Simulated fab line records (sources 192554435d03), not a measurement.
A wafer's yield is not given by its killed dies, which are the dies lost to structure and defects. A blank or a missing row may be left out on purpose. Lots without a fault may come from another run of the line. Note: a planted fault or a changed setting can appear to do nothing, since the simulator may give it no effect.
Matching of chambers    flow n5_finfet    N5_SD_EPI_N_LINER_46 on ald_sin-02: 4 sister chambers
The step material SiNx, target thk 3 nm. 4 wafers are shown with their chamber, then 11 later ones without.

== WAFERS WITH THEIR CHAMBER ==
wafer   chamber  heater_power_w (W)
L081.1  2        852
L083.5  0        905
L083.6  3        982
L085.2  1        835

== WAFERS WHOSE CHAMBER IS MISSING ==
wafer   heater_power_w (W)
L085.5  833
L085.6  830
L086.3  927
L086.4  886
L086.5  859
L089.1  908
L089.2  829
L089.4  923
L091.3  871
L091.4  940
L091.6  866

== CHAMBER TAKEN BY EACH ==
wafer    from the rows above            in truth
L085.5   can't be placed: 1 or 2        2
L085.6   can't be placed: 1 or 2        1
L086.3   can't be placed: 0 or 3        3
L086.4   can't be placed: 0 or 2 or 1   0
L086.5   can't be placed: 2 or 1        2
L089.1   0                              0
L089.2   can't be placed: 1 or 2        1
L089.4   0                              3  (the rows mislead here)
L091.3   can't be placed: 2 or 0 or 1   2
L091.4   can't be placed: 0 or 3        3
L091.6   can't be placed: 2 or 1 or 0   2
1 of 11 placed correctly. Not placeable from these rows: 9 (in 9, the candidates include the true chamber). Wrongly placed: 1.
How it was worked out, from the rows above alone: a wafer's distance from a chamber is the root of the sum, over the readings, of the square of ((its reading less the chamber's mean) divided by the reading's scatter). The wafer belongs to the nearest chamber; if the next one is less than 2 further off, it can't be placed. The mean given for a chamber averages the wafers shown for that chamber. The scatter: with one shown wafer a chamber, the root of the mean of the squares of how far each hidden wafer lies from its nearest shown one.
